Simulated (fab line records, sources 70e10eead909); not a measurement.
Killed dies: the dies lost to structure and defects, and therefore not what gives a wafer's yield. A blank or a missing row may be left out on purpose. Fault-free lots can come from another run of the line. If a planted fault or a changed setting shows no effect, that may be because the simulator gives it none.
fab line records + flow nandHarc + part 1 of 2: steps 1 to 22 of 30
record:
- lots: 5
- wafers: 15
- lastDay: 32
route steps=1302 shown A_STAIRCASE@655
lots that met no fault: taken from a fault-free run of the same line
startH: start of the lot's first displayed wafer, in hours after the record's first day + waitH: hours from the lot's prior step to this one + " repeats the value in the row above + L1.1+2: several wafers, shown together as one row + - no value, or no start was given + * or withheld: withheld + < > ~ a bound
route shown NAME@n: NAME is a module with steps in the file, n the number in the route of the first one + usual: mean/standard deviation of fault-free wafers + same: alike in all rows + chamber/n: place in a boat + sites: per-site readings + _std_site: their standard deviation + _edge_site: the outer-site mean with the inner-site mean subtracted + radiusMm: for every site, how far away it sits from the centre of the wafer + mask NAME#n: copy n + behind: the tool/chamber that last shaped the wafer + hold: why the lot went on hold/how many hours it stayed there/how the hold came to an end + device: which transistor (n, p or np) failed to switch + end of line: the route-end tests of the same wafers + where a step has no rows: the recipe by itself + killed: dies that structure and defects cost at the first sort, which is not the same as the wafer's yield + map: a wafer's dies, marking killed ones x, the rest . and places with no die _
set.NAME: setting as actually run; set.NAME@STEP: the setting as run at that earlier step + model.NAME: the simulator's own value behind a step, which no gauge read
lots at some steps of the route; a table a step, a row a wafer
services: the hour from which a tool's chamber was out of use, counted from the record's first day as startH (under 0 if before that day), plus the number of hours and why
== steps ==
step: NHARC_A_STAIRCASE_PRECLEAN_173
recipe:
- timeS: *
- tempC: 50
- bathAgeMin: 0
- chemistry: SC1
usual:
- bathHeatDutyPct: 7.5/0.85
- tempC: 50.00/0.12
| lot.wafer | tool        | chamber | startH | waitH | bathHeatDutyPct | tempC |
|-----------|-------------|---------|--------|-------|-----------------|-------|
| L075.4    | wetBench-09 | 5       | -      | -     | 8.6             | 49.98 |
| L075.6    | "           | 6       | "      | "     | 7.2             | 50.04 |
| L075.2    | "           | 0       | "      | "     | 6.2             | 50.01 |
| L078.2    | wetBench-02 | 0       | -      | -     | 8.8             | 49.98 |
| L078.1    | "           | 1       | "      | "     | 7.9             | 49.95 |
| L078.3    | "           | 3       | "      | "     | 8.0             | 50.04 |
| L091.5    | wetBench-09 | 4       | -      | -     | 8.8             | 49.87 |
| L091.2    | "           | 0       | "      | "     | 6.5             | 49.88 |
| L091.6    | "           | 1       | "      | "     | 6.8             | 49.98 |
| L090.3    | wetBench-05 | 6       | -      | -     | 5.9             | 49.99 |
| L090.6    | "           | 0       | "      | "     | 6.6             | 50.04 |
| L090.1    | "           | 1       | "      | "     | 7.5             | 49.98 |
| L094.6    | wetBench-02 | 3       | -      | -     | 6.9             | 50.10 |
| L094.1    | "           | 7       | "      | "     | 8.3             | 49.91 |
| L094.2    | "           | 0       | "      | "     | 8.5             | 49.81 |
step: NHARC_A_STAIRCASE_SRD_174
| lot.wafer  | tool        | chamber | startH | waitH |
|------------|-------------|---------|--------|-------|
| L075.4+6+2 | wetBench-09 | 5,6,0   | -      | -     |
| L078.2+1+3 | wetBench-02 | 0,1,3   | -      | -     |
| L091.5+2+6 | wetBench-09 | 4,0,1   | -      | -     |
| L090.3+6+1 | wetBench-05 | 6,0,1   | -      | -     |
| L094.6+1+2 | wetBench-02 | 3,7,0   | -      | -     |
step: NHARC_A_STAIRCASE_DEHYDRATE_01
recipe:
- tempC: 150
- timeS: 120
| lot.wafer  | tool          | chamber | startH | waitH |
|------------|---------------|---------|--------|-------|
| L075.2+4+6 | lithoTrack-03 | 0       | 363.23 | -     |
| L078.1+2+3 | lithoTrack-03 | 0       | 398.09 | -     |
| L091.2+5+6 | lithoTrack-05 | 0       | 518.56 | -     |
| L090.1+3+6 | lithoTrack-02 | 0       | 518.72 | -     |
| L094.1+2+6 | lithoTrack-05 | 0       | 552.24 | -     |
step: NHARC_A_STAIRCASE_HMDS_02
recipe:
- timeS: 30
| lot.wafer  | tool          | chamber | startH | waitH |
|------------|---------------|---------|--------|-------|
| L075.2+4+6 | lithoTrack-03 | 0       | -      | -     |
| L078.1+2+3 | lithoTrack-03 | 0       | -      | -     |
| L091.2+5+6 | lithoTrack-05 | 0       | -      | -     |
| L090.1+3+6 | lithoTrack-02 | 0       | -      | -     |
| L094.1+2+6 | lithoTrack-05 | 0       | -      | -     |
step: NHARC_A_STAIRCASE_COAT_03
recipe:
- spinRpm: 1200
| lot.wafer  | tool          | chamber | startH | waitH |
|------------|---------------|---------|--------|-------|
| L075.2+4+6 | lithoTrack-03 | 0       | -      | -     |
| L078.1+2+3 | lithoTrack-03 | 0       | -      | -     |
| L091.2+5+6 | lithoTrack-05 | 0       | -      | -     |
| L090.1+3+6 | lithoTrack-02 | 0       | -      | -     |
| L094.1+2+6 | lithoTrack-05 | 0       | -      | -     |
step: NHARC_A_STAIRCASE_SOFTBAKE_04
recipe:
- tempC: 135
- timeS: 170
| lot.wafer  | tool          | chamber | startH | waitH |
|------------|---------------|---------|--------|-------|
| L075.2+4+6 | lithoTrack-03 | 0       | -      | -     |
| L078.1+2+3 | lithoTrack-03 | 0       | -      | -     |
| L091.2+5+6 | lithoTrack-05 | 0       | -      | -     |
| L090.1+3+6 | lithoTrack-02 | 0       | -      | -     |
| L094.1+2+6 | lithoTrack-05 | 0       | -      | -     |
step: NHARC_A_STAIRCASE_EBR_05
| lot.wafer  | tool          | chamber | startH | waitH |
|------------|---------------|---------|--------|-------|
| L075.2+4+6 | lithoTrack-03 | 0       | -      | -     |
| L078.1+2+3 | lithoTrack-03 | 0       | -      | -     |
| L091.2+5+6 | lithoTrack-05 | 0       | -      | -     |
| L090.1+3+6 | lithoTrack-02 | 0       | -      | -     |
| L094.1+2+6 | lithoTrack-05 | 0       | -      | -     |
step: NHARC_A_STAIRCASE_EXPOSE_06
recipe:
- na: 0.5
- doseMj: 25.43
- maskId: STAIR
| lot.wafer  | tool          | chamber | startH | waitH | mask    |
|------------|---------------|---------|--------|-------|---------|
| L075.2+4+6 | krfScanner-02 | 0       | 363.57 | -     | STAIR#0 |
| L078.1+2+3 | krfScanner-02 | 0       | 398.43 | -     | STAIR#0 |
| L091.2+5+6 | krfScanner-02 | 0       | 518.77 | -     | STAIR#0 |
| L090.1+3+6 | krfScanner-03 | 0       | 519.05 | -     | STAIR#0 |
| L094.1+2+6 | krfScanner-03 | 0       | 552.57 | -     | STAIR#0 |
step: NHARC_A_STAIRCASE_PEB_07
recipe:
- pebTempC: 115
- pebTimeS: 130
same:
- pebTimeS: 130
| lot.wafer  | tool          | chamber | startH | waitH |
|------------|---------------|---------|--------|-------|
| L075.2+4+6 | lithoTrack-05 | 0       | 363.63 | 0.1   |
| L078.1+2+3 | lithoTrack-05 | 0       | 398.49 | 0.1   |
| L091.2+5+6 | lithoTrack-05 | 0       | 518.83 | 0.1   |
| L090.1+3+6 | lithoTrack-05 | 0       | 519.11 | 0.1   |
| L094.1+2+6 | lithoTrack-03 | 0       | 552.64 | 0.1   |
step: NHARC_A_STAIRCASE_DEVELOP_08
recipe:
- timeS: 140
| lot.wafer  | tool          | chamber | startH | waitH |
|------------|---------------|---------|--------|-------|
| L075.2+4+6 | lithoTrack-05 | 0       | -      | -     |
| L078.1+2+3 | lithoTrack-05 | 0       | -      | -     |
| L091.2+5+6 | lithoTrack-05 | 0       | -      | -     |
| L090.1+3+6 | lithoTrack-05 | 0       | -      | -     |
| L094.1+2+6 | lithoTrack-03 | 0       | -      | -     |
step: NHARC_A_STAIRCASE_HARDBAKE_10
recipe:
- tempC: 120
- timeS: 140
| lot.wafer  | tool          | chamber | startH | waitH |
|------------|---------------|---------|--------|-------|
| L075.2+4+6 | lithoTrack-05 | 0       | 363.85 | -     |
| L078.1+2+3 | lithoTrack-02 | 0       | 398.71 | -     |
| L091.2+5+6 | lithoTrack-02 | 0       | 519.05 | -     |
| L090.1+3+6 | lithoTrack-03 | 0       | 519.33 | -     |
| L094.1+2+6 | lithoTrack-03 | 0       | 552.86 | -     |
step: NHARC_A_STAIRCASE_DESCUM_11
recipe:
- timeS: 3
- o2FlowSccm: 200
- arFlowSccm: 0
- biasPowerW: 0
- chemistry: O2
usual:
- drypumpMotorCurrentA: 5.7/0.49
- oesProductAu: 0.997/0.01
- rfVppV: 57.8/0.87
- showerheadPlenumPTorr: 1.89/0.062
- throttleValvePct: 11.313/0.0093
| lot.wafer | tool       | chamber | startH | waitH | drypumpMotorCurrentA | oesProductAu | rfHoursCounterH | rfVppV | showerheadPlenumPTorr | throttleValvePct |
|-----------|------------|---------|--------|-------|----------------------|--------------|-----------------|--------|-----------------------|------------------|
| L075.2    | rieDiel-13 | 1       | 363.94 | -     | 5.6                  | 0.988        | 2               | 57.5   | 1.83                  | 11.310           |
| L075.6    | "          | 1       | "      | "     | 5.6                  | 1.001        | -               | 58.6   | 1.83                  | 11.312           |
| L075.4    | "          | 3       | "      | "     | 6.3                  | 1.003        | -               | 58.9   | 1.95                  | 11.311           |
| L078.1    | rieDiel-13 | 0       | 398.80 | -     | 5.6                  | 1.001        | 2               | 58.7   | 2.00                  | 11.297           |
| L078.2    | "          | 2       | "      | "     | 5.0                  | 1.004        | 14              | 57.3   | 1.90                  | 11.316           |
| L078.3    | "          | 3       | "      | "     | 6.3                  | 1.011        | 13              | 59.3   | 1.94                  | 11.302           |
| L091.2    | rieDiel-11 | 3       | 519.14 | -     | 6.1                  | 0.991        | 25              | 58.8   | 1.78                  | 11.312           |
| L091.5    | "          | 3       | "      | "     | 6.1                  | 0.990        | -               | 57.4   | 1.78                  | 11.305           |
| L091.6    | "          | 0       | "      | "     | 6.5                  | 0.982        | -               | 57.3   | 1.84                  | 11.302           |
| L090.1    | rieDiel-13 | 3       | 519.43 | -     | 6.3                  | 0.992        | 46              | 57.3   | 1.93                  | 11.314           |
| L090.3    | "          | 1       | "      | "     | 5.6                  | 0.994        | 54              | 57.6   | 1.81                  | 11.318           |
| L090.6    | "          | 3       | "      | "     | 6.4                  | 1.003        | -               | 56.7   | 1.93                  | 11.306           |
| L094.1    | rieDiel-13 | 0       | 552.95 | -     | 5.6                  | 0.982        | 5               | 57.8   | 1.99                  | 11.327           |
| L094.2    | "          | 1       | "      | "     | 5.6                  | 1.001        | 4               | 57.3   | 1.81                  | 11.306           |
| L094.6    | "          | 2       | "      | "     | 4.9                  | 0.994        | -               | 58.9   | 1.89                  | 11.305           |
step: NHARC_A_STAIRCASE_TRIM_12
recipe:
- timeS: 211.2
- o2FlowSccm: 500
- arFlowSccm: 0
- biasW: 0
- chemistry: O2
usual:
- drypumpMotorCurrentA: 5.8/0.5
- oesProductAu: 0.996/0.01
- rfVppV: 57.7/0.81
- showerheadPlenumPTorr: 3.50/0.11
- throttleValvePct: 17.037/0.0092
| lot.wafer | tool       | chamber | startH | waitH | drypumpMotorCurrentA | oesProductAu | rfHoursCounterH | rfVppV | showerheadPlenumPTorr | throttleValvePct |
|-----------|------------|---------|--------|-------|----------------------|--------------|-----------------|--------|-----------------------|------------------|
| L075.2    | rieDiel-13 | 2       | 364.07 | 0.1   | 5.0                  | 1.004        | 2               | 59.4   | 3.51                  | 17.037           |
| L075.6    | "          | 3       | "      | "     | 6.4                  | 0.989        | -               | 57.3   | 3.59                  | 17.034           |
| L075.4    | "          | 2       | "      | "     | 5.0                  | 1.003        | -               | 59.9   | 3.51                  | 17.030           |
| L078.2    | rieDiel-13 | 3       | 398.89 | 0.1   | 6.3                  | 0.995        | 13              | 56.9   | 3.58                  | 17.032           |
| L078.3    | "          | 0       | "      | "     | 5.6                  | 0.994        | 3               | 58.8   | 3.68                  | 17.041           |
| L078.1    | "          | 1       | "      | "     | 5.6                  | 0.987        | 14              | 57.6   | 3.37                  | 17.021           |
| L091.2    | rieDiel-11 | 3       | 519.23 | 0.1   | 6.1                  | 0.990        | 25              | 57.1   | 3.30                  | 17.043           |
| L091.6    | "          | 3       | "      | "     | 6.1                  | 0.989        | -               | 59.1   | 3.30                  | 17.028           |
| L091.5    | "          | 0       | "      | "     | 6.5                  | 0.973        | -               | 59.0   | 3.39                  | 17.025           |
| L090.3    | rieDiel-13 | 0       | 519.51 | 0.1   | 5.6                  | 1.000        | 38              | 57.6   | 3.66                  | 17.046           |
| L090.1    | "          | 2       | "      | "     | 5.0                  | 1.023        | 52              | 56.8   | 3.49                  | 17.031           |
| L090.6    | "          | 0       | "      | "     | 5.6                  | 0.990        | -               | 57.0   | 3.66                  | 17.044           |
| L094.1    | rieDiel-13 | 2       | 553.05 | 0.1   | 5.0                  | 1.000        | 5               | 57.9   | 3.48                  | 17.038           |
| L094.2    | "          | 0       | "      | "     | 5.6                  | 0.972        | 5               | 57.7   | 3.66                  | 17.021           |
| L094.6    | "          | 0       | "      | "     | 5.6                  | 0.984        | -               | 59.1   | 3.66                  | 17.045           |
step: NHARC_A_STAIRCASE_ETCH_13
recipe:
- targetDepthA: 1000
- timeS: 40.5
- ionEnergyEv: 400
- c4f8FlowSccm: 20
- o2FlowSccm: 10
- arFlowSccm: withheld
- rfW: 600
- biasW: 1000
- chemistry: C4F8/O2
usual:
- oesProductAu: 0.941/0.017
- rfVppV: 895/4
| lot.wafer | tool       | chamber | startH | waitH | oesProductAu | rfHoursCounterH | rfVppV |
|-----------|------------|---------|--------|-------|--------------|-----------------|--------|
| L075.2    | rieDiel-13 | 2       | -      | -     | 0.957        | 2               | 895    |
| L075.4    | "          | 1       | "      | "     | 0.943        | -               | 890    |
| L075.6    | "          | 2       | "      | "     | 0.947        | -               | 896    |
| L078.2    | rieDiel-13 | 2       | -      | -     | 0.955        | 14              | 895    |
| L078.3    | "          | 3       | "      | "     | 0.953        | 13              | 897    |
| L078.1    | "          | 0       | "      | "     | 0.935        | 3               | 902    |
| L091.2    | rieDiel-11 | 0       | -      | -     | 0.918        | 28              | 892    |
| L091.6    | "          | 0       | "      | "     | 0.920        | -               | 890    |
| L091.5    | "          | 1       | "      | "     | 0.960        | -               | 896    |
| L090.3    | rieDiel-13 | 1       | -      | -     | 0.950        | 54              | 890    |
| L090.1    | "          | 0       | "      | "     | 0.959        | 38              | 901    |
| L090.6    | "          | 2       | "      | "     | 0.979        | -               | 894    |
| L094.1    | rieDiel-13 | 1       | -      | -     | 0.939        | 5               | 889    |
| L094.2    | "          | 0       | "      | "     | 0.928        | 5               | 900    |
| L094.6    | "          | 0       | "      | "     | 0.928        | -               | 901    |
step: NHARC_A_STAIRCASE_TRIM_14
recipe:
- timeS: 211.2
- o2FlowSccm: 500
- arFlowSccm: 0
- biasW: 0
- chemistry: O2
usual:
- drypumpMotorCurrentA: 5.7/0.51
- oesProductAu: 0.997/0.01
- rfVppV: 57.7/0.91
- showerheadPlenumPTorr: 3.49/0.1
- throttleValvePct: 17.037/0.009
| lot.wafer | tool       | chamber | startH | waitH | drypumpMotorCurrentA | oesProductAu | rfHoursCounterH | rfVppV | showerheadPlenumPTorr | throttleValvePct |
|-----------|------------|---------|--------|-------|----------------------|--------------|-----------------|--------|-----------------------|------------------|
| L075.2    | rieDiel-13 | 1       | -      | -     | 5.6                  | 0.993        | 2               | 57.5   | 3.38                  | 17.037           |
| L075.6    | "          | 2       | "      | "     | 5.0                  | 1.009        | -               | 56.8   | 3.51                  | 17.031           |
| L075.4    | "          | 3       | "      | "     | 6.4                  | 0.997        | -               | 57.4   | 3.59                  | 17.041           |
| L078.3    | rieDiel-13 | 3       | -      | -     | 6.3                  | 1.009        | 14              | 56.3   | 3.58                  | 17.030           |
| L078.2    | "          | 0       | "      | "     | 5.6                  | 1.000        | 3               | 58.8   | 3.68                  | 17.035           |
| L078.1    | "          | 1       | "      | "     | 5.6                  | 1.001        | 14              | 57.3   | 3.37                  | 17.030           |
| L091.2    | rieDiel-11 | 3       | -      | -     | 6.1                  | 1.003        | 25              | 55.4   | 3.30                  | 17.033           |
| L091.6    | "          | 0       | "      | "     | 6.5                  | 0.977        | -               | 56.8   | 3.39                  | 17.045           |
| L091.5    | "          | 1       | "      | "     | 5.7                  | 0.995        | -               | 58.3   | 3.53                  | 17.037           |
| L090.1    | rieDiel-13 | 2       | -      | -     | 5.0                  | 1.016        | 53              | 57.3   | 3.49                  | 17.048           |
| L090.3    | "          | 3       | "      | "     | 6.4                  | 1.004        | 46              | 56.6   | 3.56                  | 17.026           |
| L090.6    | "          | 1       | "      | "     | 5.6                  | 0.990        | -               | 58.0   | 3.35                  | 17.044           |
| L094.1    | rieDiel-13 | 2       | -      | -     | 5.0                  | 0.994        | 5               | 57.3   | 3.48                  | 17.046           |
| L094.2    | "          | 0       | "      | "     | 5.6                  | 0.976        | 5               | 58.7   | 3.66                  | 17.040           |
| L094.6    | "          | 2       | "      | "     | 5.0                  | 0.997        | -               | 58.8   | 3.48                  | 17.024           |
step: NHARC_A_STAIRCASE_ETCH_15
recipe:
- targetDepthA: 1000
- timeS: 40.5
- ionEnergyEv: 400
- c4f8FlowSccm: 20
- o2FlowSccm: 10
- arFlowSccm: withheld
- rfW: 600
- biasW: 1000
- chemistry: C4F8/O2
usual:
- oesProductAu: 0.941/0.013
- rfVppV: 895/3.7
| lot.wafer | tool       | chamber | startH | waitH | oesProductAu | rfHoursCounterH | rfVppV |
|-----------|------------|---------|--------|-------|--------------|-----------------|--------|
| L075.2    | rieDiel-13 | 1       | -      | -     | 0.928        | 2               | 890    |
| L075.4    | "          | 1       | "      | "     | 0.936        | -               | 889    |
| L075.6    | "          | 2       | "      | "     | 0.947        | -               | 896    |
| L078.2    | rieDiel-13 | 0       | -      | -     | 0.934        | 3               | 901    |
| L078.3    | "          | 1       | "      | "     | 0.944        | 14              | 891    |
| L078.1    | "          | 2       | "      | "     | 0.967        | 14              | 896    |
| L091.2    | rieDiel-11 | 3       | -      | -     | 0.938        | 25              | 886    |
| L091.6    | "          | 0       | "      | "     | 0.918        | -               | 891    |
| L091.5    | "          | 1       | "      | "     | 0.945        | -               | 896    |
| L090.1    | rieDiel-13 | 2       | -      | -     | 0.964        | 53              | 895    |
| L090.3    | "          | 3       | "      | "     | 0.948        | 46              | 898    |
| L090.6    | "          | 3       | "      | "     | 0.947        | -               | 897    |
| L094.1    | rieDiel-13 | 2       | -      | -     | 0.939        | 5               | 894    |
| L094.2    | "          | 1       | "      | "     | 0.942        | 5               | 891    |
| L094.6    | "          | 0       | "      | "     | 0.925        | -               | 901    |
step: NHARC_A_STAIRCASE_TRIM_16
recipe:
- timeS: 211.2
- o2FlowSccm: 500
- arFlowSccm: 0
- biasW: 0
- chemistry: O2
usual:
- drypumpMotorCurrentA: 5.8/0.49
- oesProductAu: 0.998/0.01
- rfVppV: 57.7/0.79
- showerheadPlenumPTorr: 3.49/0.11
- throttleValvePct: 17.036/0.0093
| lot.wafer | tool       | chamber | startH | waitH | drypumpMotorCurrentA | oesProductAu | rfHoursCounterH | rfVppV | showerheadPlenumPTorr | throttleValvePct |
|-----------|------------|---------|--------|-------|----------------------|--------------|-----------------|--------|-----------------------|------------------|
| L075.2    | rieDiel-13 | 3       | -      | -     | 6.3                  | 0.998        | 2               | 57.9   | 3.59                  | 17.052           |
| L075.6    | "          | 2       | "      | "     | 5.0                  | 1.013        | -               | 56.9   | 3.51                  | 17.036           |
| L075.4    | "          | 1       | "      | "     | 5.6                  | 0.988        | -               | 56.1   | 3.38                  | 17.038           |
| L078.2    | rieDiel-13 | 3       | -      | -     | 6.3                  | 0.997        | 14              | 58.8   | 3.58                  | 17.039           |
| L078.1    | "          | 1       | "      | "     | 5.6                  | 0.990        | 14              | 57.9   | 3.37                  | 17.046           |
| L078.3    | "          | 2       | "      | "     | 5.0                  | 1.003        | 14              | 57.1   | 3.51                  | 17.047           |
| L091.2    | rieDiel-11 | 3       | -      | -     | 6.1                  | 0.994        | 25              | 58.0   | 3.30                  | 17.030           |
| L091.6    | "          | 3       | "      | "     | 6.1                  | 0.998        | -               | 58.0   | 3.30                  | 17.046           |
| L091.5    | "          | 0       | "      | "     | 6.5                  | 0.977        | -               | 57.4   | 3.39                  | 17.035           |
| L090.1    | rieDiel-13 | 2       | -      | -     | 5.0                  | 1.026        | 53              | 58.0   | 3.49                  | 17.051           |
| L090.3    | "          | 0       | "      | "     | 5.6                  | 1.012        | 38              | 57.7   | 3.66                  | 17.025           |
| L090.6    | "          | 2       | "      | "     | 5.0                  | 1.022        | -               | 58.5   | 3.49                  | 17.051           |
| L094.2    | rieDiel-13 | 0       | -      | -     | 5.6                  | 0.984        | 5               | 57.2   | 3.66                  | 17.032           |
| L094.1    | "          | 2       | "      | "     | 5.0                  | 0.993        | 5               | 57.9   | 3.48                  | 17.036           |
| L094.6    | "          | 1       | "      | "     | 5.6                  | 1.005        | -               | 57.5   | 3.35                  | 17.024           |
step: NHARC_A_STAIRCASE_ETCH_17
recipe:
- targetDepthA: 1000
- timeS: 40.5
- ionEnergyEv: 400
- c4f8FlowSccm: 20
- o2FlowSccm: 10
- arFlowSccm: withheld
- rfW: 600
- biasW: 1000
- chemistry: C4F8/O2
usual:
- oesProductAu: 0.938/0.014
- rfVppV: 894/4
| lot.wafer | tool       | chamber | startH | waitH | oesProductAu | rfHoursCounterH | rfVppV |
|-----------|------------|---------|--------|-------|--------------|-----------------|--------|
| L075.2    | rieDiel-13 | 2       | -      | -     | 0.945        | 2               | 894    |
| L075.4    | "          | 1       | "      | "     | 0.916        | -               | 890    |
| L075.6    | "          | 2       | "      | "     | 0.929        | -               | 896    |
| L078.3    | rieDiel-13 | 1       | -      | -     | 0.934        | 14              | 891    |
| L078.2    | "          | 3       | "      | "     | 0.943        | 14              | 896    |
| L078.1    | "          | 0       | "      | "     | 0.931        | 3               | 899    |
| L091.2    | rieDiel-11 | 1       | -      | -     | 0.950        | 31              | 896    |
| L091.5    | "          | 2       | "      | "     | 0.951        | -               | 899    |
| L091.6    | "          | 3       | "      | "     | 0.940        | -               | 887    |
| L090.1    | rieDiel-13 | 1       | -      | -     | 0.941        | 55              | 891    |
| L090.3    | "          | 2       | "      | "     | 0.959        | 53              | 894    |
| L090.6    | "          | 1       | "      | "     | 0.932        | -               | 890    |
| L094.1    | rieDiel-13 | 0       | -      | -     | 0.918        | 5               | 901    |
| L094.2    | "          | 1       | "      | "     | 0.942        | 5               | 890    |
| L094.6    | "          | 2       | "      | "     | 0.932        | -               | 894    |
step: NHARC_A_STAIRCASE_TRIM_18
recipe:
- timeS: 211.2
- o2FlowSccm: 500
- arFlowSccm: 0
- biasW: 0
- chemistry: O2
usual:
- drypumpMotorCurrentA: 5.8/0.49
- oesProductAu: 0.996/0.0098
- rfVppV: 57.7/0.92
- showerheadPlenumPTorr: 3.50/0.11
- throttleValvePct: 17.036/0.0099
| lot.wafer | tool       | chamber | startH | waitH | drypumpMotorCurrentA | oesProductAu | rfHoursCounterH | rfVppV | showerheadPlenumPTorr | throttleValvePct |
|-----------|------------|---------|--------|-------|----------------------|--------------|-----------------|--------|-----------------------|------------------|
| L075.2    | rieDiel-13 | 2       | -      | -     | 5.0                  | 1.022        | 2               | 57.0   | 3.51                  | 17.037           |
| L075.4    | "          | 3       | "      | "     | 6.3                  | 1.005        | -               | 58.8   | 3.59                  | 17.039           |
| L075.6    | "          | 2       | "      | "     | 5.0                  | 1.013        | -               | 56.0   | 3.51                  | 17.047           |
| L078.3    | rieDiel-13 | 0       | -      | -     | 5.6                  | 0.984        | 3               | 58.2   | 3.68                  | 17.027           |
| L078.2    | "          | 1       | "      | "     | 5.6                  | 0.987        | 14              | 57.3   | 3.37                  | 17.058           |
| L078.1    | "          | 3       | "      | "     | 6.3                  | 1.005        | 14              | 58.0   | 3.58                  | 17.037           |
| L091.2    | rieDiel-11 | 0       | -      | -     | 6.5                  | 0.974        | 28              | 57.3   | 3.39                  | 17.042           |
| L091.5    | "          | 3       | "      | "     | 6.1                  | 0.990        | -               | 56.8   | 3.30                  | 17.047           |
| L091.6    | "          | 0       | "      | "     | 6.5                  | 0.983        | -               | 56.1   | 3.39                  | 17.030           |
| L090.1    | rieDiel-13 | 1       | -      | -     | 5.6                  | 0.997        | 55              | 57.8   | 3.35                  | 17.026           |
| L090.3    | "          | 2       | "      | "     | 5.0                  | 1.015        | 53              | 58.2   | 3.49                  | 17.037           |
| L090.6    | "          | 1       | "      | "     | 5.6                  | 0.994        | -               | 57.4   | 3.35                  | 17.017           |
| L094.1    | rieDiel-13 | 2       | -      | -     | 5.0                  | 0.986        | 5               | 56.8   | 3.48                  | 17.044           |
| L094.2    | "          | 0       | "      | "     | 5.6                  | 0.973        | 5               | 59.3   | 3.66                  | 17.031           |
| L094.6    | "          | 2       | "      | "     | 5.0                  | 0.991        | -               | 57.5   | 3.48                  | 17.044           |
step: NHARC_A_STAIRCASE_ETCH_19
recipe:
- targetDepthA: 1000
- timeS: 40.5
- ionEnergyEv: 400
- c4f8FlowSccm: 20
- o2FlowSccm: 10
- arFlowSccm: withheld
- rfW: 600
- biasW: 1000
- chemistry: C4F8/O2
usual:
- oesProductAu: 0.938/0.011
- rfVppV: 895/3.9
| lot.wafer | tool       | chamber | startH | waitH | oesProductAu | rfHoursCounterH | rfVppV |
|-----------|------------|---------|--------|-------|--------------|-----------------|--------|
| L075.2    | rieDiel-13 | 2       | -      | -     | 0.944        | 3               | 894    |
| L075.6    | "          | 1       | "      | "     | 0.926        | -               | 891    |
| L075.4    | "          | 2       | "      | "     | 0.949        | -               | 895    |
| L078.2    | rieDiel-13 | 0       | -      | -     | 0.943        | 3               | 902    |
| L078.3    | "          | 2       | "      | "     | 0.944        | 14              | 895    |
| L078.1    | "          | 3       | "      | "     | 0.956        | 14              | 897    |
| L091.2    | rieDiel-11 | 1       | -      | -     | 0.947        | 31              | 896    |
| L091.6    | "          | 1       | "      | "     | 0.938        | -               | 895    |
| L091.5    | "          | 2       | "      | "     | 0.942        | -               | 898    |
| L090.3    | rieDiel-13 | 2       | -      | -     | 0.962        | 53              | 895    |
| L090.1    | "          | 0       | "      | "     | 0.940        | 38              | 902    |
| L090.6    | "          | 2       | "      | "     | 0.964        | -               | 894    |
| L094.2    | rieDiel-13 | 2       | -      | -     | 0.937        | 5               | 895    |
| L094.1    | "          | 0       | "      | "     | 0.924        | 6               | 902    |
| L094.6    | "          | 1       | "      | "     | 0.937        | -               | 890    |
step: NHARC_A_STAIRCASE_TRIM_20
recipe:
- timeS: 211.2
- o2FlowSccm: 500
- arFlowSccm: 0
- biasW: 0
- chemistry: O2
usual:
- drypumpMotorCurrentA: 5.7/0.51
- oesProductAu: 0.998/0.0094
- rfVppV: 57.7/0.93
- showerheadPlenumPTorr: 3.51/0.099
- throttleValvePct: 17.038/0.0086
| lot.wafer | tool       | chamber | startH | waitH | drypumpMotorCurrentA | oesProductAu | rfHoursCounterH | rfVppV | showerheadPlenumPTorr | throttleValvePct |
|-----------|------------|---------|--------|-------|----------------------|--------------|-----------------|--------|-----------------------|------------------|
| L075.4    | rieDiel-11 | 0       | 365.38 | 0.1   | 6.5                  | 0.989        | 33              | 57.3   | 3.43                  | 17.042           |
| L075.2    | "          | 1       | "      | "     | 5.7                  | 0.998        | 31              | 57.3   | 3.56                  | 17.031           |
| L075.6    | "          | 0       | "      | "     | 6.5                  | 0.988        | -               | 57.9   | 3.43                  | 17.049           |
| L078.2    | rieDiel-13 | 3       | 399.92 | 0.1   | 6.4                  | 1.010        | 14              | 57.2   | 3.58                  | 17.053           |
| L078.3    | "          | 1       | "      | "     | 5.6                  | 0.991        | 14              | 57.2   | 3.37                  | 17.046           |
| L078.1    | "          | 2       | "      | "     | 4.9                  | 1.010        | 14              | 58.2   | 3.51                  | 17.038           |
| L091.2    | rieDiel-02 | 3       | 520.30 | 0.1   | 5.2                  | 1.002        | 38              | 56.3   | 3.44                  | 17.035           |
| L091.5    | "          | 1       | "      | "     | 6.3                  | 1.002        | -               | 56.3   | 3.59                  | 17.043           |
| L091.6    | "          | 2       | "      | "     | 6.4                  | 0.997        | -               | 56.2   | 3.47                  | 17.040           |
| L090.1    | rieDiel-13 | 3       | 520.57 | 0.1   | 6.3                  | 1.003        | 46              | 57.4   | 3.56                  | 17.051           |
| L090.3    | "          | 0       | "      | "     | 5.6                  | 0.997        | 38              | 57.7   | 3.66                  | 17.042           |
| L090.6    | "          | 2       | "      | "     | 5.0                  | 1.019        | -               | 57.4   | 3.49                  | 17.045           |
| L094.2    | rieDiel-13 | 1       | 554.22 | 0.1   | 5.6                  | 0.997        | 5               | 58.1   | 3.35                  | 17.031           |
| L094.1    | "          | 0       | "      | "     | 5.6                  | 0.980        | 6               | 58.7   | 3.66                  | 17.041           |
| L094.6    | "          | 2       | "      | "     | 5.0                  | 1.007        | -               | 57.4   | 3.48                  | 17.041           |
step: NHARC_A_STAIRCASE_ETCH_21
recipe:
- targetDepthA: 1000
- timeS: 40.5
- ionEnergyEv: 400
- c4f8FlowSccm: 20
- o2FlowSccm: 10
- arFlowSccm: withheld
- rfW: 600
- biasW: 1000
- chemistry: C4F8/O2
usual:
- oesProductAu: 0.949/0.016
- rfVppV: 895/3.7
| lot.wafer | tool       | chamber | startH | waitH | oesProductAu | rfHoursCounterH | rfVppV |
|-----------|------------|---------|--------|-------|--------------|-----------------|--------|
| L075.2    | rieDiel-11 | 1       | -      | -     | 0.947        | 31              | 896    |
| L075.4    | "          | 2       | "      | "     | 0.983        | 30              | 899    |
| L075.6    | "          | 1       | "      | "     | 0.939        | -               | 896    |
| L078.2    | rieDiel-13 | 2       | -      | -     | 0.946        | 14              | 898    |
| L078.1    | "          | 0       | "      | "     | 0.926        | 3               | 902    |
| L078.3    | "          | 1       | "      | "     | 0.935        | 15              | 890    |
| L091.2    | rieDiel-02 | 1       | -      | -     | 0.955        | 36              | 900    |
| L091.6    | "          | 2       | "      | "     | 0.961        | -               | 894    |
| L091.5    | "          | 3       | "      | "     | 0.973        | -               | 894    |
| L090.1    | rieDiel-13 | 2       | -      | -     | 0.976        | 53              | 895    |
| L090.3    | "          | 0       | "      | "     | 0.938        | 38              | 901    |
| L090.6    | "          | 3       | "      | "     | 0.955        | -               | 899    |
| L094.2    | rieDiel-13 | 0       | -      | -     | 0.931        | 6               | 901    |
| L094.1    | "          | 2       | "      | "     | 0.933        | 6               | 894    |
| L094.6    | "          | 2       | "      | "     | 0.936        | -               | 895    |
